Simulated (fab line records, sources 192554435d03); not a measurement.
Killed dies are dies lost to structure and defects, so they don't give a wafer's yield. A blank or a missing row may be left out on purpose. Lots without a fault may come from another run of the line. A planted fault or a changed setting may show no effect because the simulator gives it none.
Chamber matching | flow n5_finfet | N5_STI_FIN_REVEAL_ALD_00 on ald_sin-02: 4 sister chambers
The step deposits SiO2, target thk 1 nm, pulse time 1 s. 8 wafers are shown with their chamber, then 8 later ones without.

WAFERS WITH THEIR CHAMBER
wafer  | chamber | heater_power_w (W) | precursor_pulse_height_rel
L076.1 | 0       | 467                | 0.996
L078.1 | 1       | 512                | 1.014
L078.3 | 2       | 487                | 1.037
L078.6 | 1       | 519                | 1.014
L079.2 | 3       | 495                | 0.980
L079.3 | 0       | 467                | 1.013
L079.6 | 3       | 487                | 1.016
L089.1 | 2       | 486                | 0.977

WAFERS WITHOUT THEIR CHAMBER
wafer  | heater_power_w (W) | precursor_pulse_height_rel
L089.5 | 472                | 1.031
L089.6 | 489                | 0.993
L090.1 | 508                | 1.005
L090.2 | 475                | 1.020
L090.5 | 464                | 1.013
L093.3 | 498                | 1.012
L093.5 | 469                | 0.982
L093.6 | 483                | 1.005

WHICH CHAMBER EACH WENT THROUGH
wafer  | from the rows above     | in truth
L089.5 | 0                       | 0
L089.6 | can't be placed: 3 or 2 | 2
L090.1 | 1                       | 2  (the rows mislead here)
L090.2 | can't be placed: 0 or 2 | 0
L090.5 | 0                       | 0
L093.3 | can't be placed: 3 or 2 | 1
L093.5 | 0                       | 0
L093.6 | can't be placed: 2 or 3 | 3
Placed correctly: 3 of 8. Can't be placed from these rows: 4 (the true chamber is among the candidates in 3). Placed wrongly: 1.
How it was worked out, from the rows above alone: a wafer's distance from a chamber is the root of the sum, over the readings, of the square of ((its reading less the chamber's mean) divided by the reading's scatter). The wafer belongs to the nearest chamber; if the next one is less than 2 further off, it can't be placed. A chamber's mean is the mean of its shown wafers. The scatter: the root of (the sum of the squares of (reading less its chamber's mean) over the shown wafers, divided by (wafers less chambers)).
